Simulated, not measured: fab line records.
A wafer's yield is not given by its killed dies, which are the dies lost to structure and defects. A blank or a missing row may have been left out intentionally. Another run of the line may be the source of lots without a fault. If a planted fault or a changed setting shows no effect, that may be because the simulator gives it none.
Which tool is to blame?	flow nand-harc	39 wafers from 13 lots sampled at 4 of the route's 1159 steps

== WHAT EACH GAUGE READ, for each wafer ==
NHARC_A_CONTACT_INSPECT_23. Usual: 400 for raw-defect-count, sd 110.
lot	measured	on	raw-defect-count	flag
L500	day 17 07:44	defect-inspect-02	445 429 337	
L501	day 17 14:28	defect-inspect-02	316 260 359	
L502	day 17 17:24	defect-inspect-02	313 327 298	
L505	day 18 10:38	defect-inspect-02	329 304 236	
L507	day 18 19:09	defect-inspect-01	507 599 467	
L509	day 19 13:04	defect-inspect-02	338 342 297	
L506	day 19 13:32	defect-inspect-01	471 466 443	
L510	day 19 18:52	defect-inspect-02	372 895 556	
L516	day 21 11:25	defect-inspect-01	342 353 286	
L517	day 21 11:47	defect-inspect-01	350 317 386	
L519	day 21 20:34	defect-inspect-02	360 312 457	
L521	day 22 08:14	defect-inspect-02	316 368 377	
L522	day 23 12:19	defect-inspect-02	576 289 381	

NHARC_A_BLC_OVL_MEAS_11. Usual: overlay-x-nm -0.1 nm, standard deviation 1; overlay-y-nm -0.1 nm, standard deviation 0.8.
lot	measured	on	overlay-x-nm (nm)	overlay-y-nm (nm)	flag
L500	day 17 08:19	overlay-01	-1.0 -1.8 -0.9	-0.2 -1.3 -1.2	
L501	day 17 14:56	overlay-02	-1.4 -1.0 -1.0	-0.6 -0.5 -0.5	
L502	day 17 17:52	overlay-02	0.0 -1.0 -0.9	-0.9 -1.1 -1.0	
L505	day 18 11:13	overlay-02	0.5 1.0 0.1	-0.8 -1.1 -1.1	
L507	day 18 19:46	overlay-01	-1.0 -1.0 -0.9	0.5 0.5 1.1	
L509	day 19 13:33	overlay-01	1.3 0.3 0.8	0.2 0.5 -0.4	
L506	day 19 14:09	overlay-01	-1.7 -1.9 -2.0	0.8 0.4 -0.1	
L510	day 19 19:28	overlay-02	1.5 1.9 2.0	0.9 0.9 0.7	
L516	day 21 12:02	overlay-02	1.0 1.4 1.6	0.7 0.2 0.1	
L517	day 21 12:23	overlay-02	-0.8 -0.4 -1.4	-0.1 -0.1 -0.1	
L519	day 21 21:09	overlay-02	1.1 1.5 1.5	0.5 0.3 0.7	
L521	day 22 08:50	overlay-02	-0.5 0.1 -0.2	-0.8 -1.6 -0.6	
L522	day 23 12:47	overlay-02	0.0 0.3 0.5	-1.6 -1.3 -1.0	

== EACH LOT AND THE TOOL THAT RAN IT (in order: tool; ch and the chambers of the sampled wafers; start) ==
lot	NHARC_A_CONTACT_ETCH_92	NHARC_A_BLC_SOFTBAKE_05
L500	rie-diel-08 ch 0,3, day 16 23:44	litho-track-06 ch 0, day 17 07:00
L501	rie-diel-08 ch 0,2,3, day 17 08:52	litho-track-06 ch 0, day 17 14:00
L502	rie-diel-08 ch 0,1,2, day 17 13:19	litho-track-04 ch 0, day 17 17:00
L505	rie-diel-08 ch 0,3, day 18 05:46	litho-track-04 ch 0, day 18 10:00
L507	rie-diel-08 ch 0,1,2, day 18 16:15	litho-track-06 ch 0, day 18 19:00
L509	rie-diel-08 ch 1,2,3, day 19 06:15	litho-track-04 ch 0, day 19 13:00
L506	rie-diel-08 ch 0,1,3, day 19 10:28	litho-track-04 ch 0, day 19 13:00
L510	rie-diel-05 ch 1,2, day 19 14:16	litho-track-04 ch 0, day 19 18:00
L516	rie-diel-05 ch 0,2,3, day 21 02:29	litho-track-06 ch 0, day 21 11:00
L517	rie-diel-05 ch 0,1,2, day 21 05:38	litho-track-01 ch 0, day 21 11:00
L519	rie-diel-08 ch 0,3, day 21 17:44	litho-track-01 ch 0, day 21 20:00
L521	rie-diel-08 ch 0,2,3, day 22 01:31	litho-track-01 ch 0, day 22 08:00
L522	rie-diel-05 ch 0,2,3, day 23 07:02	litho-track-06 ch 0, day 23 12:00
- NHARC_A_CONTACT_ETCH_92: etches the open film in CH3F/O2, target depth 40 nm, time 85.7 s.
- NHARC_A_BLC_SOFTBAKE_05: time 55 s.

== WHAT THE TOOLS THEMSELVES READ (means of the sampled wafers that have a number; where no wafer has one, the mark that the record gives instead) ==
NHARC_A_CONTACT_ETCH_92. Usual: chamber-pressure-mTorr 24.997 mTorr, standard deviation 0.024; drypump-motor-current-A 5.8 A, standard deviation 0.52; oes-product-au 0.94 a.u., standard deviation 0.034; rf-vpp-V 244.0 V, standard deviation 1.4; showerhead-plenum-p-Torr 2.43 Torr, standard deviation 0.084; throttle-valve-pct 20.663 %, standard deviation 0.0095.
lot	tool	chamber-pressure-mTorr (mTorr)	drypump-motor-current-A (A)	oes-product-au (a.u.)	rf-vpp-V (V)	showerhead-plenum-p-Torr (Torr)	throttle-valve-pct (%)	flag
L500	rie-diel-08	24.996	5.3	1.00	244.0	2.38	20.670	
L501	rie-diel-08	24.993	5.6	0.93	243.3	2.41	20.649	
L502	rie-diel-08	24.978	6.1	0.93	243.4	2.43	20.662	
L505	rie-diel-08	25.018	5.5	0.93	243.8	2.42	20.658	
L507	rie-diel-08	25.006	6.1	0.93	243.9	2.43	20.661	
L509	rie-diel-08	25.007	6.0	0.93	244.0	2.37	20.654	
L506	rie-diel-08	25.006	5.8	1.00	243.3	2.38	20.668	
L510	rie-diel-05	24.990	6.2	1.01	245.8	2.51	20.665	
L516	rie-diel-05	24.994	5.5	0.93	245.8	2.57	20.661	
L517	rie-diel-05	25.010	5.9	0.92	246.1	2.55	20.658	
L519	rie-diel-08	24.993	5.3	0.92	242.9	2.37	20.665	
L521	rie-diel-08	24.986	5.6	0.92	243.3	2.40	20.659	
L522	rie-diel-05	25.001	5.5	1.01	245.5	2.57	20.660	

NHARC_A_BLC_SOFTBAKE_05. Usual: 188.44 W for heater-power-total-W, sd 0.13.
lot	tool	heater-power-total-W (W)	flag
L500	litho-track-06	188.52	
L501	litho-track-06	188.42	
L502	litho-track-04	188.43	
L505	litho-track-04	188.38	
L507	litho-track-06	188.47	
L509	litho-track-04	165.53	OFF
L506	litho-track-04	165.50	OFF
L510	litho-track-04	165.53	OFF
L516	litho-track-06	188.55	
L517	litho-track-01	188.62	
L519	litho-track-01	188.40	
L521	litho-track-01	188.42	
L522	litho-track-06	188.40	

== THE ANSWER, worked out from the rows above alone ==
Rule: lot off if the mean of its wafers having a number is beyond 3 standard deviations from the usual mean. Also off: a lot with no number at a reading for which 4 or more lots have one. The other lots that the step has rows for count as sound. After the gauges, taken in route order, come the tools' own readings; for these a lot's mean is taken, as printed above. At the first step where some lot is off, the reading lying furthest off is the one used; lots without a number count as furthest.
Off, at NHARC_A_BLC_SOFTBAKE_05 on heater-power-total-W: L509, L506, L510.
If a tool, at that step or one of the process steps before it, ran each lot that is off and ran no sound lot following the first of them, it fits. One fits: litho-track-04 at NHARC_A_BLC_SOFTBAKE_05. A fault onset in the window from L505 (day 18 10:00, its last sound lot) to L509 (day 19 13:00, its first lot off) fits.
The tool's own readings at NHARC_A_BLC_SOFTBAKE_05 bear it out: on the lots that are off they differ by more than 5 times the standard deviation of the sound lots' means. heater-power-total-W reads 165.52 W there against 188.46 W on the sound lots.

== WHAT WAS PUT IN BY THE SIMULATOR ==
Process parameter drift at NHARC_A_BLC_SOFTBAKE_05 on litho-track-04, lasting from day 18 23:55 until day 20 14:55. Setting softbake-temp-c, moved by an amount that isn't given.
Struck lots among those shown: L509, L506, L510. The rule given above showed the same thing.
